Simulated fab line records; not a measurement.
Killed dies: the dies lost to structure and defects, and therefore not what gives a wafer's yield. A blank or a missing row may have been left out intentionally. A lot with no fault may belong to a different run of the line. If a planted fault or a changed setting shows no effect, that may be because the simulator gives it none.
fab line records	flow nand-harc
record: lots: 6	wafers: 18	last-day: 24
route steps=1159 shown A_ONON_D1@430 END@1159
lots that met no fault: from a run of the same line without faults
start-h: start of the lot's first displayed wafer, in hours after the record's first day	wait-h: how many hours have passed since the lot's step before this one	" the same as in the row above	L1.1+2: one row covering several wafers at once	- no value present, or no start provided	* or withheld: withheld	< > ~ a bound
route shown NAME@n: NAME is a module with steps in the file, n the number in the route of the first one	usual: average and standard deviation across the fault-free wafers	same: alike in all rows	chamber/n: place in a boat	sites: each site's reading	_std_site: the values' standard deviation	_edge_site: the outer-site mean with the inner-site mean subtracted	radius-mm: for every site, how far away it sits from the centre of the wafer	mask NAME#n: copy n	behind: the tool/chamber that last shaped the wafer	hold: why the lot went on hold/how many hours it stayed there/how the hold came to an end	device: names the non-switching transistor (n, p or np)	end of line: at the end of the route, the tests of the same wafers	for a step that has no rows: nothing shown but its recipe	killed: dies lost to structure and defects at the first sort, not the wafer's yield	map: per-die view of a wafer (x killed, . not killed, _ where there is no die)
set.NAME: the setting as run; set.NAME@STEP: as run at that earlier step	model.NAME: the simulator's own value behind a step, which no gauge read
a table for each step, a row for each wafer; lots at some steps of the route
services: the hour from which a tool's chamber was out of use, counted from the record's first day as start-h (under 0 if before that day), plus the number of hours and why
== steps ==
step: NHARC_A_ONON_D1_DEP_09
recipe: target-thk-a: 10000	n2-flow-sccm: 2750	n2o-flow-sccm: 2000	nh3-flow-sccm: 500	sih4-flow-sccm: 210	temp-c: 400
step: NHARC_A_ONON_D1_THK_MEAS_11
recipe: thk-meas-gauge: ellipsometry
usual: thk-nm: 998/8
lot.wafer	tool	chamber	start-h	wait-h	thk-nm
L597.1	film-metro-01	-	192.93	-	997
L597.2	"	-	"	"	996
L597.3	"	-	"	"	996
L601.2	film-metro-02	-	205.78	-	1013
L601.3	"	-	"	"	1012
L601.6	"	-	"	"	1012
L606.3	film-metro-01	-	240.17	-	1001
L606.5	"	-	"	"	1000
L606.6	"	-	"	"	1000
L611.2	film-metro-01	-	269.45	-	1005
L611.5	"	-	"	"	1006
L611.6	"	-	"	"	1005
L613.3	film-metro-02	-	282.46	-	1000
L613.4	"	-	"	"	999
L613.6	"	-	"	"	999
L616.1	film-metro-02	-	296.72	-	994
L616.2	"	-	"	"	994
L616.6	"	-	"	"	992
step: NHARC_A_ONON_D1_DEP_12
recipe: target-thk-a: 10000	n2-flow-sccm: 2750	n2o-flow-sccm: 2000	nh3-flow-sccm: 500	sih4-flow-sccm: 210	temp-c: 400
step: NHARC_A_ONON_D1_THK_MEAS_14
recipe: thk-meas-gauge: ellipsometry
usual: thk-nm: 999/10
lot.wafer	tool	chamber	start-h	wait-h	thk-nm
L597.1	film-metro-02	-	193.49	-	1005
L597.2	"	-	"	"	1004
L597.3	"	-	"	"	1004
L601.2	film-metro-01	-	206.34	-	990
L601.3	"	-	"	"	992
L601.6	"	-	"	"	991
L606.3	film-metro-01	-	240.75	-	1012
L606.5	"	-	"	"	1011
L606.6	"	-	"	"	1012
L611.2	film-metro-01	-	270.05	-	994
L611.5	"	-	"	"	992
L611.6	"	-	"	"	996
L613.3	film-metro-01	-	283.05	-	993
L613.4	"	-	"	"	990
L613.6	"	-	"	"	993
L616.1	film-metro-02	-	297.31	-	1019
L616.2	"	-	"	"	1017
L616.6	"	-	"	"	1017
step: NHARC_A_ONON_D1_ANNEAL_15
recipe: temp-c: 750	time-s: 3600
step: NHARC_A_ONON_D1_DEP_16
recipe: target-thk-a: 10000	n2-flow-sccm: 2750	n2o-flow-sccm: 2000	nh3-flow-sccm: 500	sih4-flow-sccm: 210	temp-c: 400
step: NHARC_A_ONON_D1_THK_MEAS_18
recipe: thk-meas-gauge: ellipsometry
usual: thk-nm: 998/10
lot.wafer	tool	chamber	start-h	wait-h	thk-nm
L597.1	film-metro-02	-	200.59	-	979
L597.2	"	-	"	"	980
L597.3	"	-	"	"	983
L601.2	film-metro-01	-	214.60	-	997
L601.3	"	-	"	"	998
L601.6	"	-	"	"	995
L606.3	film-metro-01	-	247.73	-	996
L606.5	"	-	"	"	996
L606.6	"	-	"	"	996
L611.2	film-metro-01	-	277.09	-	988
L611.5	"	-	"	"	988
L611.6	"	-	"	"	987
L613.3	film-metro-02	-	290.13	-	981
L613.4	"	-	"	"	981
L613.6	"	-	"	"	981
L616.1	film-metro-02	-	306.35	-	997
L616.2	"	-	"	"	998
L616.6	"	-	"	"	999
step: NHARC_A_ONON_D1_DEP_19
recipe: target-thk-a: 10000	n2-flow-sccm: 2750	n2o-flow-sccm: 2000	nh3-flow-sccm: 500	sih4-flow-sccm: 210	temp-c: 400
step: NHARC_A_ONON_D1_THK_MEAS_21
recipe: thk-meas-gauge: ellipsometry
usual: thk-nm: 999/9.1
lot.wafer	tool	chamber	start-h	wait-h	thk-nm
L597.1	film-metro-01	-	201.16	-	1012
L597.2	"	-	"	"	1011
L597.3	"	-	"	"	1011
L601.2	film-metro-01	-	215.16	-	984
L601.3	"	-	"	"	984
L601.6	"	-	"	"	985
L606.3	film-metro-01	-	248.43	-	1012
L606.5	"	-	"	"	1011
L606.6	"	-	"	"	1010
L611.2	film-metro-02	-	277.66	-	1005
L611.5	"	-	"	"	1002
L611.6	"	-	"	"	1003
L613.3	film-metro-01	-	290.72	-	1009
L613.4	"	-	"	"	1008
L613.6	"	-	"	"	1009
L616.1	film-metro-02	-	306.92	-	1002
L616.2	"	-	"	"	1002
L616.6	"	-	"	"	1003
step: NHARC_A_ONON_D1_DEP_22
recipe: target-thk-a: 10000	n2-flow-sccm: 2750	n2o-flow-sccm: 2000	nh3-flow-sccm: 500	sih4-flow-sccm: 210	temp-c: 400
step: NHARC_A_ONON_D1_THK_MEAS_24
recipe: thk-meas-gauge: ellipsometry
usual: thk-nm: 1000/9.5
lot.wafer	tool	chamber	start-h	wait-h	thk-nm
L597.1	film-metro-02	-	201.72	-	995
L597.2	"	-	"	"	995
L597.3	"	-	"	"	995
L601.2	film-metro-02	-	215.73	-	1015
L601.3	"	-	"	"	1018
L601.6	"	-	"	"	1018
L606.3	film-metro-02	-	249.00	-	974
L606.5	"	-	"	"	976
L606.6	"	-	"	"	976
L611.2	film-metro-02	-	278.23	-	1007
L611.5	"	-	"	"	1006
L611.6	"	-	"	"	1006
L613.3	film-metro-02	-	291.28	-	991
L613.4	"	-	"	"	990
L613.6	"	-	"	"	991
L616.1	film-metro-02	-	307.49	-	1000
L616.2	"	-	"	"	1004
L616.6	"	-	"	"	1001
step: NHARC_A_ONON_D1_DEP_25
recipe: target-thk-a: 10000	n2-flow-sccm: 2750	n2o-flow-sccm: 2000	nh3-flow-sccm: 500	sih4-flow-sccm: 210	temp-c: 400
lot.wafer	tool	chamber	start-h	wait-h
L597.1+2+3	pecvd-onon-04	0	201.78	0.1
L601.2+3+6	pecvd-onon-04	0	215.84	0.1
L606.3+5+6	pecvd-onon-01	0	249.18	0.2
L611.2+5+6	pecvd-onon-03	0	278.34	0.1
L613.3+4+6	pecvd-onon-03	0	291.45	0.2
L616.1+2+6	pecvd-onon-04	0	307.55	0.1
step: NHARC_A_ONON_D1_THK_MEAS_27
recipe: thk-meas-gauge: ellipsometry
usual: thk-nm: 1001/11
lot.wafer	tool	chamber	start-h	wait-h	thk-nm
L597.1	film-metro-02	-	202.28	-	1433
L597.2	"	-	"	"	1434
L597.3	"	-	"	"	1434
L601.2	film-metro-01	-	216.29	-	1442
L601.3	"	-	"	"	1444
L601.6	"	-	"	"	1444
L606.3	film-metro-02	-	249.57	-	999
L606.5	"	-	"	"	999
L606.6	"	-	"	"	999
L611.2	film-metro-01	-	278.79	-	992
L611.5	"	-	"	"	991
L611.6	"	-	"	"	991
L613.3	film-metro-02	-	291.85	-	995
L613.4	"	-	"	"	997
L613.6	"	-	"	"	996
L616.1	film-metro-02	-	308.09	-	990
L616.2	"	-	"	"	994
L616.6	"	-	"	"	994
step: NHARC_A_ONON_D1_DEP_28
recipe: target-thk-a: 10000	n2-flow-sccm: 2750	n2o-flow-sccm: 2000	nh3-flow-sccm: 500	sih4-flow-sccm: 210	temp-c: 400
step: NHARC_END_SORT_01
recipe: temp-c: 25
usual: killed-at-array: 29/13	killed-at-other: 0.7/1	killed-at-periphery: 3.2/2.3	killed-dies: 33/13	killed-open: 3.3/1.7	killed-short: 2.0/1.5
same: gross-dies: 677
lot.wafer	tool	chamber	start-h	wait-h	killed-at-array	killed-at-other	killed-at-periphery	killed-dies	killed-open	killed-short
L597.1	prober-02	0	478.59	2.5	675	0	2	677	3	4
L597.2	prober-02	0	479.39	2.8	671	0	6	677	4	2
L597.3	prober-02	0	480.19	3.1	675	0	2	677	4	0
L601.2	prober-01	0	487.96	2.8	670	1	6	677	3	1
L601.3	prober-01	0	488.76	3.1	670	3	4	677	4	1
L601.6	prober-01	0	491.13	4.0	666	0	11	677	4	1
killed by level:class
L597.1 A_ONON_D1:area-dep=637 A_SLIT:chamber-film-flake=15 A_CHANNEL_HOLE_D1:chamber-film-flake=13 A_CHANNEL_FILL_D1:geometric-particle:short=2 A_CONTACT:chamber-film-flake=2 P_GATE:geometric-particle:open=1 A_CHANNEL_FILL_D1:geometric-particle:open=1 A_WL_FILL:geometric-particle:short=1
L597.2 A_ONON_D1:area-dep=635 A_CHANNEL_HOLE_D1:chamber-film-flake=20 A_SLIT:chamber-film-flake=8 P_ZERO_WELL:chamber-film-flake=3 A_STAIRCASE:chamber-film-flake=3 A_CONTACT:geometric-particle:open=2 P_CONTACT:geometric-particle:open=1 P_M0:geometric-particle:short=1
L597.3 A_ONON_D1:area-dep=643 A_CHANNEL_HOLE_D1:chamber-film-flake=14 A_SLIT:chamber-film-flake=9 A_STAIRCASE:chamber-film-flake=4 P_GATE:chamber-film-flake=2 A_ONON_D1:geometric-particle:open=1 A_CHANNEL_FILL_D1:geometric-particle:open=1 A_CONTACT:geometric-particle:open=1
L601.2 A_ONON_D1:area-dep=635 A_SLIT:chamber-film-flake=13 A_CHANNEL_HOLE_D1:chamber-film-flake=12 A_STAIRCASE:chamber-film-flake=4 P_ZERO_WELL:chamber-film-flake=3 P_GATE:chamber-film-flake=2 A_ZERO_WELL:chamber-film-flake=2 P_CONTACT:geometric-particle:open=1
L601.3 A_ONON_D1:area-dep=636 A_CHANNEL_HOLE_D1:chamber-film-flake=14 A_SLIT:chamber-film-flake=6 A_STAIRCASE:chamber-film-flake=5 A_BLC:geometric-particle:open=3 A_WL_FILL:chamber-film-flake=3 HYBRID_BOND:chamber-film-flake=3 P_ZERO_WELL:chamber-film-flake=2
L601.6 A_ONON_D1:area-dep=624 A_CHANNEL_HOLE_D1:chamber-film-flake=22 A_SLIT:chamber-film-flake=11 P_ZERO_WELL:chamber-film-flake=5 A_STAIRCASE:chamber-film-flake=5 P_GATE:chamber-film-flake=4 P_CONTACT:geometric-particle:open=2 A_CHANNEL_HOLE_D1:geometric-particle:short=1
map L597.1 (x killed, . not)
____________x____________
_________xxxxxxx_________
_______xxxxxxxxxxx_______
______xxxxxxxxxxxxx______
_____xxxxxxxxxxxxxxx_____
____xxxxxxxxxxxxxxxxx____
____xxxxxxxxxxxxxxxxx____
___xxxxxxxxxxxxxxxxxxx___
___xxxxxxxxxxxxxxxxxxx___
__xxxxxxxxxxxxxxxxxxxxx__
__xxxxxxxxxxxxxxxxxxxxx__
_xxxxxxxxxxxxxxxxxxxxxxx_
_xxxxxxxxxxxxxxxxxxxxxxx_
_xxxxxxxxxxxxxxxxxxxxxxx_
_xxxxxxxxxxxxxxxxxxxxxxx_
_xxxxxxxxxxxxxxxxxxxxxxx_
xxxxxxxxxxxxxxxxxxxxxxxxx
xxxxxxxxxxxxxxxxxxxxxxxxx
xxxxxxxxxxxxxxxxxxxxxxxxx
xxxxxxxxxxxxxxxxxxxxxxxxx
xxxxxxxxxxxxxxxxxxxxxxxxx
_xxxxxxxxxxxxxxxxxxxxxxx_
_xxxxxxxxxxxxxxxxxxxxxxx_
_xxxxxxxxxxxxxxxxxxxxxxx_
_xxxxxxxxxxxxxxxxxxxxxxx_
_xxxxxxxxxxxxxxxxxxxxxxx_
__xxxxxxxxxxxxxxxxxxxxx__
__xxxxxxxxxxxxxxxxxxxxx__
___xxxxxxxxxxxxxxxxxxx___
___xxxxxxxxxxxxxxxxxxx___
____xxxxxxxxxxxxxxxxx____
____xxxxxxxxxxxxxxxxx____
_____xxxxxxxxxxxxxxx_____
______xxxxxxxxxxxxx______
_______xxxxxxxxxxx_______
_________xxxxxxx_________
____________x____________
map L601.2 (x killed, . not)
____________x____________
_________xxxxxxx_________
_______xxxxxxxxxxx_______
______xxxxxxxxxxxxx______
_____xxxxxxxxxxxxxxx_____
____xxxxxxxxxxxxxxxxx____
____xxxxxxxxxxxxxxxxx____
___xxxxxxxxxxxxxxxxxxx___
___xxxxxxxxxxxxxxxxxxx___
__xxxxxxxxxxxxxxxxxxxxx__
__xxxxxxxxxxxxxxxxxxxxx__
_xxxxxxxxxxxxxxxxxxxxxxx_
_xxxxxxxxxxxxxxxxxxxxxxx_
_xxxxxxxxxxxxxxxxxxxxxxx_
_xxxxxxxxxxxxxxxxxxxxxxx_
_xxxxxxxxxxxxxxxxxxxxxxx_
xxxxxxxxxxxxxxxxxxxxxxxxx
xxxxxxxxxxxxxxxxxxxxxxxxx
xxxxxxxxxxxxxxxxxxxxxxxxx
xxxxxxxxxxxxxxxxxxxxxxxxx
xxxxxxxxxxxxxxxxxxxxxxxxx
_xxxxxxxxxxxxxxxxxxxxxxx_
_xxxxxxxxxxxxxxxxxxxxxxx_
_xxxxxxxxxxxxxxxxxxxxxxx_
_xxxxxxxxxxxxxxxxxxxxxxx_
_xxxxxxxxxxxxxxxxxxxxxxx_
__xxxxxxxxxxxxxxxxxxxxx__
__xxxxxxxxxxxxxxxxxxxxx__
___xxxxxxxxxxxxxxxxxxx___
___xxxxxxxxxxxxxxxxxxx___
____xxxxxxxxxxxxxxxxx____
____xxxxxxxxxxxxxxxxx____
_____xxxxxxxxxxxxxxx_____
______xxxxxxxxxxxxx______
_______xxxxxxxxxxx_______
_________xxxxxxx_________
____________x____________
== services ==
tool	chamber	start-h	hours	kind
pecvd-onon-03	-	180.71	3.5	repair
pecvd-onon-01	-	195.31	13.0	pm
pecvd-onon-04	-	237.00	13.0	pm
== key ==
first-sign: step: NHARC_A_ONON_D1_THK_MEAS_27	reading: thk-nm	direction: up	sigmas: 39	usual: 1001	struck: 1439
effect: step: NHARC_END_SORT_01	reading: killed-at-array	direction: up	sigmas: 50	usual: 29	struck: 671
more-kills-born-at: NHARC_A_ONON_D1_DEP_25@pecvd-onon-04: 3810
met-at NHARC_A_ONON_D1_DEP_25
struck-wafers L597.1,L597.2,L597.3,L601.2,L601.3,L601.6
later-rows-left-out L597.1,L597.2,L597.3,L601.2,L601.3,L601.6
tester-left-out L597,L601
fault: kind: process-parameter-drift	tool: pecvd-onon-04	chamber: 0	onset-h: 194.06	steps: NHARC_A_ONON_D1_DEP_25	channel: target-thk-a	offset: *	shape: step	end-h: 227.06	acts-in: *	stated: *
tester-left-out: of these lots the tester's yield and bins aren't shown, on N5 and GAA mostly nor the transistor test; their killed dies are dies lost to structure and defects alone, not to doping, threshold or leakage, so they don't give the yield
later-rows-left-out: the simulator's readings of these wafers behind a module that went badly wrong aren't trusted and aren't shown, but for the sort
